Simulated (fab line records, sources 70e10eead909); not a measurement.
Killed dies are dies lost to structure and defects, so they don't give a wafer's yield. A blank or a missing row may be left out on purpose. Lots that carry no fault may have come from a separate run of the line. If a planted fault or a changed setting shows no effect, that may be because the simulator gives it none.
Chamber matching	flow nand-harc	NHARC_A_STAIRCASE_ETCH_253 on rie-diel-05 has 4 sister chambers
The step etches the open film in C4F8/O2, target depth 50 nm, time 20.2 s. 4 wafers are shown with their chamber, then 10 later ones without.

== WAFERS WITH THEIR CHAMBER ==
wafer	chamber	rf-vpp-V (V)
L078.4	0	889
L082.6	3	903
L083.3	2	894
L083.4	1	889

== WAFERS WITH NO CHAMBER GIVEN ==
wafer	rf-vpp-V (V)
L083.5	888
L087.2	889
L087.4	894
L087.5	907
L085.1	895
L085.2	890
L085.3	888
L089.3	889
L089.5	889
L089.6	887

== EACH ONE'S CHAMBER ==
wafer	from the rows above	in truth
L083.5	can't be placed: 0 or 1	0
L087.2	can't be placed: 0 or 1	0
L087.4	2	2
L087.5	3	3
L085.1	2	2
L085.2	can't be placed: 0 or 1 or 2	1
L085.3	can't be placed: 0 or 1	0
L089.3	can't be placed: 0 or 1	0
L089.5	can't be placed: 0 or 1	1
L089.6	can't be placed: 0 or 1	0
Correctly placed: 3 of 10. Unplaceable from these rows: 7, with the true chamber sitting among the candidates in 7. Number placed wrongly: 0.
How it was worked out, from the rows above alone: a wafer's distance from a chamber is the root of the sum, over the readings, of the square of ((its reading less the chamber's mean) divided by the reading's scatter). The wafer belongs to the nearest chamber; if the next one is less than 2 further off, it can't be placed. A chamber's mean is the mean of its shown wafers. The scatter: with one shown wafer a chamber, the root of the mean of the squares of how far each hidden wafer lies from its nearest shown one.
